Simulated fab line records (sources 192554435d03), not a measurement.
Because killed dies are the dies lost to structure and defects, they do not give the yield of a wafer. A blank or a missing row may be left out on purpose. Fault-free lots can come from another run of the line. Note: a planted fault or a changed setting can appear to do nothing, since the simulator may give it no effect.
fab line records    flow n5_finfet    part 1 of 2: steps 1 to 22 of 37
[record] lots = 5  wafers = 15  last_day = 17
route steps=1938 shown MIM_BOT_ETCH@1870 PASS1_CAP@1873 TV_LITHO@1875 TV_OPEN@1887 PAD_METAL@1893 PASSIVATION@1897
lots untouched by any fault: they come from a run of this same line in which no faults occurred
start_h: start of the lot's first displayed wafer, in hours after the record's first day    wait_h: time in hours since the lot's previous step    " identical to the entry in the row above    L1.1+2: a single row standing in for several wafers    - no value, or no start given    * or withheld: withheld    < > ~ a bound
route shown NAME@n: names a module that has steps shown in the file, with the first one's number in the route    usual: mean/standard deviation taken from wafers without a fault    same: alike in all rows    chamber/n: place in a boat    sites: each site's reading    _std_site: the standard deviation of these    _edge_site: inner sites' mean taken away from outer sites' mean    radius_mm: for every site, how far away it sits from the centre of the wafer    mask NAME#n: copy n    behind: the tool/chamber that last shaped the wafer    hold: what put the lot on hold/how long, in hours/how the hold closed    device: which transistor (n, p or np) failed to switch    end of line: the tests these same wafers got at the end of their route    a step given without rows: its recipe and nothing more    killed: at the first sort, the dies lost to defects and structure; wafer yield is something else    map: per-die view of a wafer (x killed, . not killed, _ where there is no die)
set.NAME: the setting as run; set.NAME@STEP: as run at that earlier step    model.NAME: the simulator's own value behind a step, which no gauge read
lots at selected steps of the route; one table per step, one row per wafer
services: the hour from which a tool's chamber was out of use, counted from the record's first day as start_h (under 0 if before that day), plus the number of hours and why
[[steps]]
[step N5_MIM_BOT_ETCH_STRIP_02]
[recipe] chemistry = post_etch_residue_remover  time_s = 1200  temp_c = 72.5
[usual] bath_heat_duty_pct = 14.6/1.5
lot.wafer  tool          chamber  start_h  wait_h  bath_heat_duty_pct
L075.2     wet_bench-03  7        275.38   -       13.9
L075.3     "             2        "        "       12.4
L075.5     "             1        "        "       14.7
L076.2     wet_bench-02  4        275.59   -       14.6
L076.3     "             5        "        "       13.6
L076.4     "             6        "        "       13.5
L084.2     wet_bench-02  3        332.14   -       16.0
L084.3     "             4        "        "       14.9
L084.4     "             6        "        "       13.7
L087.2     wet_bench-03  5        343.14   -       11.8
L087.5     "             4        "        "       15.5
L087.6     "             2        "        "       13.0
L093.2     wet_bench-03  6        390.81   -       18.1
L093.4     "             1        "        "       14.7
L093.6     "             0        "        "       14.3
[step N5_MIM_BOT_ETCH_CLEAN_05]
[recipe] chemistry = IPA  time_s = 180  temp_c = 25
[usual] bath_heat_duty_pct = 6.4/0.64
lot.wafer  tool          chamber  start_h  wait_h  bath_heat_duty_pct
L075.2     wet_bench-03  7        275.71   0.0     5.9
L075.3     "             2        "        "       5.3
L075.5     "             1        "        "       6.5
L076.2     wet_bench-02  4        275.93   0.0     5.7
L076.3     "             5        "        "       6.1
L076.4     "             6        "        "       6.0
L084.2     wet_bench-02  3        332.47   0.0     6.8
L084.3     "             4        "        "       5.4
L084.4     "             6        "        "       6.3
L087.2     wet_bench-03  5        343.47   0.0     5.7
L087.5     "             4        "        "       6.8
L087.6     "             2        "        "       4.9
L093.2     wet_bench-03  6        391.14   0.0     8.1
L093.4     "             1        "        "       6.5
L093.6     "             0        "        "       7.0
[step N5_MIM_BOT_ETCH_SRD_06]
[recipe] dry = ipa_marangoni  time_s = 30  temp_c = 23  rinse_liquid = diw
[usual] bath_heat_duty_pct = 3.7/0.53
lot.wafer  tool          chamber  start_h  wait_h  bath_heat_duty_pct
L075.2     wet_bench-03  7        275.77   0.0     3.4
L075.3     "             2        "        "       3.5
L075.5     "             1        "        "       4.3
L076.2     wet_bench-02  4        275.98   0.0     3.5
L076.3     "             5        "        "       3.7
L076.4     "             6        "        "       3.7
L084.2     wet_bench-02  3        332.53   0.0     4.3
L084.3     "             4        "        "       4.4
L084.4     "             6        "        "       3.6
L087.2     wet_bench-03  5        343.53   0.0     3.2
L087.5     "             4        "        "       3.9
L087.6     "             2        "        "       2.8
L093.2     wet_bench-03  6        391.20   0.0     4.5
L093.4     "             1        "        "       2.8
L093.6     "             0        "        "       3.5
[step N5_PASSIVATION_PECVD_55]
[recipe] material = SiO2  target_thk_a = 4000  temp_c = 400  precursor = SiH4/N2O  pressure_torr = 2.7  rf_w = 608  time_s = 22.5
[usual] heater_power_w = 671/140  showerhead_plenum_p_Torr = 8.12/0.094  throttle_valve_pct = 51.4/2.9
lot.wafer  tool      chamber  start_h  wait_h  heater_power_w  showerhead_plenum_p_Torr  throttle_valve_pct
L075.2     pecvd-01  1        275.81   0.0     585             8.11                      52.5
L075.3     "         2        "        "       528             8.23                      46.9
L075.5     "         1        "        "       644             8.10                      52.7
L076.2     pecvd-04  2        276.02   0.0     803             8.13                      45.6
L076.3     "         1        "        "       622             8.07                      51.0
L076.4     "         0        "        "       627             8.11                      52.1
L084.2     pecvd-04  0        332.58   0.0     599             8.12                      52.7
L084.3     "         1        "        "       696             8.05                      50.8
L084.4     "         0        "        "       625             8.11                      52.6
L087.2     pecvd-02  0        343.58   0.0     775             8.01                      53.9
L087.5     "         2        "        "       818             8.08                      51.6
L087.6     "         0        "        "       765             7.99                      54.0
L093.2     pecvd-01  0        391.25   0.0     394             8.19                      54.4
L093.4     "         1        "        "       576             8.11                      52.5
L093.6     "         0        "        "       418             8.15                      54.4
[step N5_PASSIVATION_PECVD_01]
[recipe] material = SiNx  target_thk_a = 2000  temp_c = 400  precursor = SiH4/NH3/N2  pressure_torr = 4.9  rf_w = 1406  time_s = 43.2
[usual] heater_power_w = 404/130  showerhead_plenum_p_Torr = 8.64/0.067  throttle_valve_pct = 29.1/1.6
lot.wafer  tool      chamber  start_h  wait_h  heater_power_w  showerhead_plenum_p_Torr  throttle_valve_pct
L075.2     pecvd-01  1        275.85   0.0     377             8.63                      29.6
L075.3     "         2        "        "       329             8.70                      26.7
L075.5     "         1        "        "       385             8.65                      29.3
L076.2     pecvd-04  2        276.06   0.0     571             8.62                      26.3
L076.3     "         1        "        "       432             8.60                      28.9
L076.4     "         0        "        "       338             8.65                      29.6
L084.2     pecvd-04  0        332.61   0.0     266             8.66                      29.9
L084.3     "         1        "        "       318             8.58                      28.7
L084.4     "         0        "        "       296             8.66                      29.7
L087.2     pecvd-02  0        343.61   0.0     480             8.58                      30.3
L087.5     "         2        "        "       686             8.59                      29.2
L087.6     "         0        "        "       479             8.56                      30.5
L093.2     pecvd-01  0        391.28   0.0     144             8.68                      30.9
L093.4     "         1        "        "       425             8.65                      29.9
L093.6     "         0        "        "       152             8.69                      30.7
[step N5_PASSIVATION_HMDS_03]
[recipe] time_s = 60  temp_c = 120
lot.wafer   tool            chamber  start_h  wait_h
L075.2+3+5  litho_track-02  0        276.08   0.2
L076.2+3+4  litho_track-01  0        276.80   0.7
L084.2+3+4  litho_track-01  0        333.08   0.4
L087.2+5+6  litho_track-01  0        344.09   0.5
L093.2+4+6  litho_track-02  0        391.36   0.1
[step N5_PASSIVATION_COAT_04]
[recipe] spin_rpm = *  resist_thk_nm = *
lot.wafer   tool            chamber  start_h  wait_h
L075.2+3+5  litho_track-02  0        -        -
L076.2+3+4  litho_track-01  0        -        -
L084.2+3+4  litho_track-01  0        -        -
L087.2+5+6  litho_track-01  0        -        -
L093.2+4+6  litho_track-02  0        -        -
[step N5_PASSIVATION_EBR_06]
[recipe] solvent = PGMEA  ebr_width_mm = 1.5
lot.wafer   tool            chamber  start_h  wait_h
L075.2+3+5  litho_track-02  0        -        -
L076.2+3+4  litho_track-01  0        -        -
L084.2+3+4  litho_track-01  0        -        -
L087.2+5+6  litho_track-01  0        -        -
L093.2+4+6  litho_track-02  0        -        -
[step N5_PASSIVATION_SOFTBAKE_05]
[recipe] temp_c = 100  time_s = 90
lot.wafer   tool            chamber  start_h  wait_h
L075.2+3+5  litho_track-02  0        -        -
L076.2+3+4  litho_track-01  0        -        -
L084.2+3+4  litho_track-01  0        -        -
L087.2+5+6  litho_track-01  0        -        -
L093.2+4+6  litho_track-02  0        -        -
[step N5_PASSIVATION_EXPOSE_07]
[recipe] mask_id = TV  na = 0.55  source_shape = conventional  sigma_outer = 0.8  polarization = unpolarized  defocus_nm = 0  target_cd_nm = 3000  dose_mj = 22.75
[usual] focus_offset_nm = 0.0/0.59
lot.wafer  tool            chamber  start_h  wait_h  mask  focus_offset_nm
L075.2     krf_scanner-02  0        276.19   -       TV#0  0.7
L075.3     "               0        "        "       TV#0  0.4
L075.5     "               0        "        "       TV#0  0.5
L076.2     krf_scanner-01  0        277.04   -       TV#0  0.3
L076.3     "               0        "        "       TV#0  0.6
L076.4     "               0        "        "       TV#0  0.3
L084.2     krf_scanner-01  0        333.19   -       TV#0  0.0
L084.3     "               0        "        "       TV#0  0.1
L084.4     "               0        "        "       TV#0  -1.2
L087.2     krf_scanner-01  0        344.20   -       TV#0  -1.2
L087.5     "               0        "        "       TV#0  -0.5
L087.6     "               0        "        "       TV#0  1.3
L093.2     krf_scanner-02  0        391.47   -       TV#0  0.0
L093.4     "               0        "        "       TV#0  -0.2
L093.6     "               0        "        "       TV#0  -1.1
[step N5_PASSIVATION_PEB_08]
[recipe] peb_temp_c = withheld  peb_time_s = *
lot.wafer   tool            chamber  start_h  wait_h
L075.2+3+5  litho_track-02  0        276.24   0.0
L076.2+3+4  litho_track-02  0        277.09   0.0
L084.2+3+4  litho_track-03  0        333.24   0.0
L087.2+5+6  litho_track-03  0        344.25   0.0
L093.2+4+6  litho_track-02  0        391.52   0.0
[step N5_PASSIVATION_DEVELOP_09]
[recipe] develop_time_s = 60  rinse_liquid = diw  dry = air_spin  dev_temp_c = 21
lot.wafer   tool            chamber  start_h  wait_h
L075.2+3+5  litho_track-02  0        -        -
L076.2+3+4  litho_track-02  0        -        -
L084.2+3+4  litho_track-03  0        -        -
L087.2+5+6  litho_track-03  0        -        -
L093.2+4+6  litho_track-02  0        -        -
[step N5_PASSIVATION_HARDBAKE_11]
[recipe] temp_c = 130  time_s = 120
lot.wafer   tool            chamber  start_h  wait_h
L075.2+3+5  litho_track-02  0        -        -
L076.2+3+4  litho_track-02  0        -        -
L084.2+3+4  litho_track-03  0        -        -
L087.2+5+6  litho_track-03  0        -        -
L093.2+4+6  litho_track-02  0        -        -
[step N5_PASSIVATION_CD_MEAS_10]
[recipe] target_cd_nm = 3000  landing_energy_ev = 500  detector = se_inlens
[usual] cd_nm = 2999.6/1.8
lot.wafer  tool       chamber  start_h  wait_h  cd_nm
L075.2     cd_sem-03  0        276.36   -       2998.0
L075.3     "          0        "        "       3000.0
L075.5     "          0        "        "       2998.0
L076.2     cd_sem-02  0        277.21   -       2994.7
L076.3     "          0        "        "       2996.3
L076.4     "          0        "        "       2996.4
L084.2     cd_sem-02  0        333.36   -       2998.6
L084.3     "          0        "        "       3002.9
L084.4     "          0        "        "       2999.9
L087.2     cd_sem-03  0        344.37   -       3001.5
L087.5     "          0        "        "       3001.2
L087.6     "          0        "        "       3000.4
L093.2     cd_sem-01  0        391.64   -       2999.0
L093.4     "          0        "        "       2997.8
L093.6     "          0        "        "       2999.1
[step N5_PASSIVATION_OVL_MEAS_60]
[recipe] points_per_wafer = 44
[usual] TV_OVL = 0/4.3
lot.wafer  tool        chamber  start_h  wait_h  TV_OVL[nm]
L075.2     overlay-01  0        276.39   0.0     -7
L075.3     "           0        "        "       -7
L075.5     "           0        "        "       0
L076.2     overlay-02  0        277.24   0.0     1
L076.3     "           0        "        "       -2
L076.4     "           0        "        "       -7
L084.2     overlay-02  0        333.39   0.0     0
L084.3     "           0        "        "       -2
L084.4     "           0        "        "       2
L087.2     overlay-02  0        344.40   0.0     -5
L087.5     "           0        "        "       -7
L087.6     "           0        "        "       -5
L093.2     overlay-01  0        391.67   0.0     -3
L093.4     "           0        "        "       1
L093.6     "           0        "        "       -1
[step N5_PASSIVATION_INSPECT_61]
[recipe] mode = adi  inspect_instrument = macro
[usual] raw_defect_count = 1.9/1.4
lot.wafer  tool               chamber  start_h  wait_h  raw_defect_count
L075.2     defect_inspect-01  -        276.41   0.0     0
L075.3     "                  -        "        "       3
L075.5     "                  -        "        "       3
L076.2     defect_inspect-02  -        277.26   0.0     1
L076.3     "                  -        "        "       3
L076.4     "                  -        "        "       4
L084.2     defect_inspect-02  -        333.41   0.0     2
L084.3     "                  -        "        "       1
L084.4     "                  -        "        "       2
L087.2     defect_inspect-01  -        344.44   0.0     2
L087.5     "                  -        "        "       2
L087.6     "                  -        "        "       1
L093.2     defect_inspect-02  -        391.70   0.0     1
L093.4     "                  -        "        "       3
L093.6     "                  -        "        "       3
[step N5_PASSIVATION_DESCUM_12]
[recipe] chemistry = O2  time_s = 7.9  source_power_w = 50  bias_power_w = 20  pressure_mtorr = 20  rf_frequency_hz = 2.712e+07  temp_c = 40  o2_flow_sccm = 225
[usual] drypump_motor_current_A = 5.8/0.46  oes_product_au = 0.79/0.098  rf_vpp_V = 243.4/1.5  showerhead_plenum_p_Torr = 2.11/0.088  throttle_valve_pct = 20.53/0.21
lot.wafer  tool         chamber  start_h  wait_h  drypump_motor_current_A  oes_product_au  rf_hours_counter_h  rf_vpp_V  showerhead_plenum_p_Torr  throttle_valve_pct
L075.2     rie_diel-06  3        276.94   0.5     5.6                      0.68            248                 243.7     2.14                      20.77
L075.3     "            2        "        "       5.9                      0.95            11                  244.2     2.14                      20.32
L075.5     "            3        "        "       5.6                      0.68            -                   244.2     2.14                      20.77
L076.2     rie_diel-05  2        277.98   0.7     6.1                      0.69            247                 244.5     2.14                      20.51
L076.3     "            3        "        "       6.6                      0.73            204                 244.8     2.15                      20.86
L076.4     "            1        "        "       6.2                      0.76            148                 239.8     1.92                      20.64
L084.2     rie_diel-06  2        333.51   0.1     5.9                      0.92            27                  243.5     2.14                      20.35
L084.3     "            3        "        "       5.7                      0.97            9                   243.9     2.14                      20.48
L084.4     "            0        "        "       4.9                      0.83            -                   243.9     2.11                      20.51
L087.2     rie_diel-05  2        344.50   0.1     6.1                      0.94            6                   244.7     2.14                      20.19
L087.5     "            1        "        "       6.2                      0.73            -                   240.6     1.91                      20.67
L087.6     "            2        "        "       6.1                      0.95            -                   242.9     2.14                      20.17
L093.2     rie_diel-06  2        391.90   0.2     5.9                      0.89            46                  244.9     2.13                      20.37
L093.4     "            0        "        "       5.0                      0.80            104                 242.5     2.11                      20.53
L093.6     "            2        "        "       5.9                      0.89            -                   243.7     2.13                      20.37
[step N5_PASSIVATION_PASS_ETCH_74]
[recipe] chemistry = CF4/O2  target = SiNx  target_depth_a = 2200  time_s = 110  ion_energy_ev = 100  pressure_mtorr = 40  source_w = 535  bias_w = 49  Ar_flow_sccm = 100  cf4_flow_sccm = 100  O2_flow_sccm = 10
[usual] O2_flow_sccm = 9.994/0.03  cf4_flow_sccm = 100.0/0.32  drypump_motor_current_A = 5.8/0.46  oes_product_au = 0.79/0.099  rf_vpp_V = 240.1/2.6  showerhead_plenum_p_Torr = 2.22/0.087  throttle_valve_pct = 16.10/0.24
lot.wafer  tool         chamber  start_h  wait_h  O2_flow_sccm  cf4_flow_sccm  drypump_motor_current_A  oes_product_au  rf_hours_counter_h  rf_vpp_V  showerhead_plenum_p_Torr  throttle_valve_pct
L075.2     rie_diel-06  3        277.01   0.0     9.977         100.0          5.6                      0.68            248                 238.2     2.26                      16.44
L075.3     "            2        "        "       10.022        100.0          5.9                      0.95            11                  243.1     2.25                      15.80
L075.5     "            3        "        "       10.001        99.9           5.6                      0.68            -                   235.7     2.26                      16.42
L076.2     rie_diel-05  2        278.05   0.0     9.997         100.3          6.1                      0.69            247                 242.3     2.26                      16.16
L076.3     "            3        "        "       9.982         99.6           6.6                      0.72            204                 240.3     2.27                      16.48
L076.4     "            1        "        "       9.986         100.5          6.2                      0.76            148                 238.0     2.03                      16.20
L084.2     rie_diel-06  2        333.58   0.0     10.022        99.6           5.9                      0.92            27                  243.4     2.25                      15.84
L084.3     "            3        "        "       10.022        100.4          5.7                      0.98            9                   236.0     2.26                      15.97
L084.4     "            0        "        "       9.960         99.5           5.0                      0.84            -                   241.8     2.23                      16.03
L087.2     rie_diel-05  2        344.57   0.0     10.021        100.3          6.1                      0.94            6                   242.2     2.25                      15.71
L087.5     "            1        "        "       9.935         100.5          6.2                      0.74            -                   239.7     2.03                      16.24
L087.6     "            2        "        "       9.996         100.1          6.1                      0.94            -                   240.4     2.25                      15.70
L093.2     rie_diel-06  2        391.96   0.0     9.985         100.1          5.9                      0.89            46                  244.0     2.24                      15.85
L093.4     "            0        "        "       9.973         100.5          4.9                      0.82            104                 240.4     2.22                      16.07
L093.6     "            2        "        "       9.996         100.3          5.9                      0.89            -                   242.1     2.24                      15.87
[step N5_PASSIVATION_VIA_ETCH_13]
[recipe] chemistry = CHF3/O2  target = SiO2  target_depth_a = 6600  CHF3_flow_sccm = 50  O2_flow_sccm = 5  Ar_flow_sccm = 200  time_s = 330  mask_material = PR  pressure_mtorr = 30  source_w = 650  bias_w = 170  ion_energy_ev = 200  ends = cleared
[usual] O2_flow_sccm = 5.000/0.015  drypump_motor_current_A = 5.8/0.46  etch_rf_on_time_s = 237/4.4  oes_product_au = 0.71/0.088  rf_vpp_V = 522/5.3  showerhead_plenum_p_Torr = 2.43/0.093  throttle_valve_pct = 18.98/0.23
lot.wafer  tool         chamber  start_h  wait_h  O2_flow_sccm  drypump_motor_current_A  etch_rf_on_time_s  oes_product_au  rf_hours_counter_h  rf_vpp_V  showerhead_plenum_p_Torr  throttle_valve_pct
L075.2     rie_diel-06  3        277.10   0.0     4.992         5.7                      241                0.61            248                 515       2.47                      19.32
L075.3     "            2        "        "       4.970         5.9                      232                0.86            11                  531       2.46                      18.72
L075.5     "            3        "        "       4.968         5.7                      246                0.61            -                   516       2.47                      19.29
L076.2     rie_diel-05  2        278.14   0.0     4.990         6.1                      237                0.62            247                 526       2.46                      18.99
L076.3     "            3        "        "       5.004         6.6                      237                0.66            204                 521       2.48                      19.36
L076.4     "            1        "        "       4.978         6.2                      237                0.68            148                 520       2.23                      19.14
L084.2     rie_diel-06  2        333.67   0.0     5.008         5.9                      233                0.83            27                  529       2.45                      18.72
L084.3     "            3        "        "       5.017         5.7                      241                0.87            9                   515       2.47                      18.94
L084.4     "            0        "        "       5.019         4.9                      241                0.75            -                   526       2.44                      18.97
L087.2     rie_diel-05  2        344.66   0.0     4.979         6.1                      223                0.86            6                   525       2.46                      18.59
L087.5     "            1        "        "       5.001         6.2                      228                0.67            -                   519       2.22                      19.16
L087.6     "            2        "        "       5.011         6.1                      229                0.85            -                   524       2.46                      18.60
L093.2     rie_diel-06  2        392.05   0.0     4.998         5.9                      230                0.80            46                  530       2.45                      18.77
L093.4     "            0        "        "       5.026         4.9                      239                0.73            104                 526       2.43                      18.98
L093.6     "            2        "        "       5.001         5.9                      235                0.79            -                   530       2.44                      18.77
[step N5_PASSIVATION_STRIP_14]
[recipe] chemistry = O2  power_w = 600  temp_c = 60  pressure_mtorr = 30  rf_frequency_hz = 6e+07  bias_power_w = 0  overash_fraction = 0.5  o2_flow_sccm = 225
[usual] drypump_motor_current_A = 5.8/0.46  oes_product_au = 0.79/0.099  rf_vpp_V = 3.7/0.99  showerhead_plenum_p_Torr = 2.11/0.087  throttle_valve_pct = 16.77/0.23
lot.wafer  tool         chamber  start_h  wait_h  drypump_motor_current_A  oes_product_au  rf_hours_counter_h  rf_vpp_V  showerhead_plenum_p_Torr  throttle_valve_pct
L075.2     rie_diel-06  3        277.30   0.1     5.7                      0.67            248                 2.1       2.14                      17.08
L075.3     "            2        "        "       5.9                      0.95            11                  3.5       2.14                      16.51
L075.5     "            3        "        "       5.7                      0.67            -                   4.8       2.15                      17.04
L076.2     rie_diel-05  2        278.34   0.1     6.1                      0.69            247                 2.4       2.15                      16.82
L076.3     "            3        "        "       6.6                      0.73            204                 4.2       2.16                      17.16
L076.4     "            1        "        "       6.3                      0.76            148                 2.9       1.93                      16.90
L084.2     rie_diel-06  2        333.86   0.1     5.9                      0.91            27                  3.9       2.14                      16.50
L084.3     "            3        "        "       5.6                      0.97            9                   4.0       2.14                      16.62
L084.4     "            0        "        "       4.9                      0.82            -                   4.0       2.12                      16.69
L087.2     rie_diel-05  2        344.86   0.1     6.1                      0.94            6                   6.1       2.15                      16.38
L087.5     "            1        "        "       6.2                      0.74            -                   2.9       1.92                      16.91
L087.6     "            2        "        "       6.1                      0.94            -                   4.1       2.15                      16.39
L093.2     rie_diel-06  2        392.25   0.1     5.9                      0.89            46                  4.4       2.13                      16.56
L093.4     "            0        "        "       5.0                      0.81            104                 2.2       2.11                      16.77
L093.6     "            2        "        "       5.9                      0.88            -                   2.3       2.13                      16.57
[step N5_PASSIVATION_ETCH_15]
[recipe] chemistry = CF4/N2  target = SiCN  target_depth_a = 750  taper_deg = 2  time_s = 81.2  ion_energy_ev = 150  mask_material = SiNx  pressure_mtorr = 40  source_w = 430  bias_w = 70  Ar_flow_sccm = 100  cf4_flow_sccm = 60  n2_flow_sccm = 60
[usual] cf4_flow_sccm = 59.98/0.18  drypump_motor_current_A = 5.8/0.46  oes_product_au = 0.79/0.098  rf_vpp_V = 382.7/2.2  showerhead_plenum_p_Torr = 2.23/0.087  throttle_valve_pct = 15.55/0.25
lot.wafer  tool         chamber  start_h  wait_h  cf4_flow_sccm  drypump_motor_current_A  oes_product_au  rf_hours_counter_h  rf_vpp_V  showerhead_plenum_p_Torr  throttle_valve_pct
L075.2     rie_diel-06  3        -        -       60.35          5.7                      0.69            248                 383.7     2.26                      15.88
L075.3     "            2        "        "       60.12          5.8                      0.95            11                  383.8     2.25                      15.24
L075.5     "            3        "        "       59.88          5.6                      0.68            -                   384.8     2.26                      15.88
L076.2     rie_diel-05  2        -        -       59.89          6.1                      0.69            247                 383.8     2.26                      15.63
L076.3     "            3        "        "       60.02          6.5                      0.73            204                 383.3     2.27                      15.91
L076.4     "            1        "        "       60.10          6.2                      0.76            148                 378.4     2.04                      15.65
L084.2     rie_diel-06  2        -        -       59.94          5.9                      0.91            27                  383.7     2.25                      15.26
L084.3     "            3        "        "       59.84          5.6                      0.97            10                  381.3     2.26                      15.41
L084.4     "            0        "        "       59.92          4.9                      0.82            -                   382.9     2.23                      15.50
L087.2     rie_diel-05  2        -        -       59.93          6.1                      0.94            6                   385.3     2.26                      15.16
L087.5     "            1        "        "       60.03          6.2                      0.75            -                   377.9     2.03                      15.71
L087.6     "            2        "        "       60.01          6.1                      0.95            -                   382.6     2.26                      15.14
L093.2     rie_diel-06  2        -        -       60.26          5.9                      0.89            46                  382.2     2.24                      15.31
L093.4     "            0        "        "       60.17          5.0                      0.81            104                 384.6     2.23                      15.52
L093.6     "            2        "        "       59.85          5.9                      0.89            -                   384.0     2.24                      15.32
[step N5_PASSIVATION_STRIP_73]
[recipe] chemistry = post_etch_residue_remover  time_s = 60  temp_c = 25  remover_ph = withheld  remover_water_wt_pct = withheld  remover_fluoride_wt_pct = withheld
lot.wafer   tool          chamber  start_h  wait_h
L075.2+3+5  wet_bench-05  5,6,3    277.45   -
L076.2+3+4  wet_bench-04  3,1,5    278.49   -
L084.2+3+4  wet_bench-04  3,1,4    334.02   -
L087.2+5+6  wet_bench-04  3,7,6    345.01   -
L093.2+4+6  wet_bench-04  0,6,1    392.41   -
